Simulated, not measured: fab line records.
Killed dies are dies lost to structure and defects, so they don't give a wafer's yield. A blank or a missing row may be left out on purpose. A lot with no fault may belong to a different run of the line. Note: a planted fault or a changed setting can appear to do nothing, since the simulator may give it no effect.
Split-lot study -- flow n5 finfet -- 21 wafers read across 7 lots, on a route 1938 steps long

## THE SPLIT ITSELF
At N5_BEOL_M8_COAT_60 (time 60 s, resist thk 35 nm), the setting spin rpm was moved away from the recipe's 1500 rpm on 7 of the 21 wafers read, by -7.5% to +6.6%. This setting was run at the recipe's value on the other wafers.

## FROM THE SPLIT TO THE READING: what the file shows between them, 4 steps
- N5_BEOL_M8_COAT_05: resist thk 90 nm
- N5_BEOL_M8_EBR_07
- N5_BEOL_M8_DESCUM_16: chemistry O2, time 7.9 s
- N5_BEOL_M8_ETCH_61: etches SiARC in CF4, target depth 45.5 nm, time 75.8 s

## THE READING
SiARC_of_BEOL_M8_COAT_60.thk nm (the simulator's own value, which no gauge read), in nm, at N5_BEOL_M8_ETCH_62 (etches SOC in N2/H2, target depth 110 nm, overetch 22 nm, time 165 s). The file gives no usual value for it. Across the 14 wafers here that went through the recipe, the average is 28.5 nm and the standard deviation 0.21 nm.

wafer,"tool, chamber at the split","spin rpm as run, rpm",against the recipe,"SiARC_of_BEOL_M8_COAT_60.thk nm, nm",against lot-mates on the recipe
L076.1,"litho track-03, 0",1408,-6.1%,29.8,+1.4
L076.2,"litho track-03, 0",1500,recipe,28.4,-
L076.6,"litho track-03, 0",1408,-6.1%,29.6,+1.2
L075.1,"litho track-02, 0",1599,+6.6%,27.2,-1.4
L075.6,"litho track-02, 0",1599,+6.6%,27.2,-1.4
L075.3,"litho track-02, 0",1500,recipe,28.6,-
L085.4,"litho track-05, 0",1388,-7.5%,29.8,+1.6
L085.5,"litho track-05, 0",1388,-7.5%,29.2,+1.0
L085.6,"litho track-05, 0",1500,recipe,28.2,-
L091.4,"litho track-03, 0",1500,recipe,28.6,-
L091.5,"litho track-03, 0",1500,recipe,28.6,-
L091.6,"litho track-03, 0",1500,recipe,28.2,-
L094.1,"litho track-05, 0",1500,recipe,28.2,-
L094.2,"litho track-05, 0",1500,recipe,28.6,-
L094.3,"litho track-05, 0",1500,recipe,28.6,-
L095.2,"litho track-02, 0",1579,+5.3%,27.4,-1.0
L095.3,"litho track-02, 0",1500,recipe,28.4,-
L095.6,"litho track-02, 0",1500,recipe,28.4,-
L097.1,"litho track-03, 0",1500,recipe,28.8,-
L097.3,"litho track-03, 0",1500,recipe,28.8,-
L097.4,"litho track-03, 0",1500,recipe,28.2,-

THE FIT
A straight line over all 21 wafers: SiARC_of_BEOL_M8_COAT_60.thk nm changes by -0.176 nm for each +1% of spin rpm; r = -0.95; the points scatter about the line by 0.23 nm.
The same after taking each lot's own level away (the mean of its wafers on the recipe; 21 wafers): -0.196 nm for each +1%; r = -0.97; scatter 0.2 nm.
According to that fit, moving spin rpm by its largest amount changes the reading by 1.5 nm.
The lots' own levels span 28.20 to 28.60 nm, that is 1.9 times the standard deviation above.
So the slope is not independent of the lot-to-lot level: the two fits are not the same.
Check: for one of the wafers moved furthest among these (-7.5%), held out of the fit, the line's prediction against its lot-mates is +1.41 nm. It came out at +1.6 nm against them.

## THE WHOLE CHAIN: every reading that the file lists as answering this split, in the file's order
step,what it does,reading,change (the file's fit),r (the file's)
N5_BEOL_M8_COAT_60,"time 60 s, resist thk 35 nm","SiARC_of_BEOL_M8_COAT_60.thk nm (the simulator's own value, which no gauge read)",-0.185 nm for each +1% of the setting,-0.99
N5_BEOL_M8_ETCH_61,"etches SiARC in CF4, target depth 45.5 nm, time 75.8 s","etch.depth nm (the simulator's own value, which no gauge read)",-0.182 nm for each +1% of the setting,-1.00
N5_BEOL_M8_ETCH_61,"etches SiARC in CF4, target depth 45.5 nm, time 75.8 s","CAR-ArF_of_BEOL_M8_COAT_05.thk nm (the simulator's own value, which no gauge read)",+0.159 nm for each +1% of the setting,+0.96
N5_BEOL_M8_ETCH_62,"etches SOC in N2/H2, target depth 110 nm, overetch 22 nm, time 165 s","SiARC_of_BEOL_M8_COAT_60.thk nm (the simulator's own value, which no gauge read)",-0.195 nm for each +1% of the setting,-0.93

## THE FILE'S OWN FIT
SiARC_of_BEOL_M8_COAT_60.thk nm changes by -0.195 nm for each +1% of spin rpm, r = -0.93.
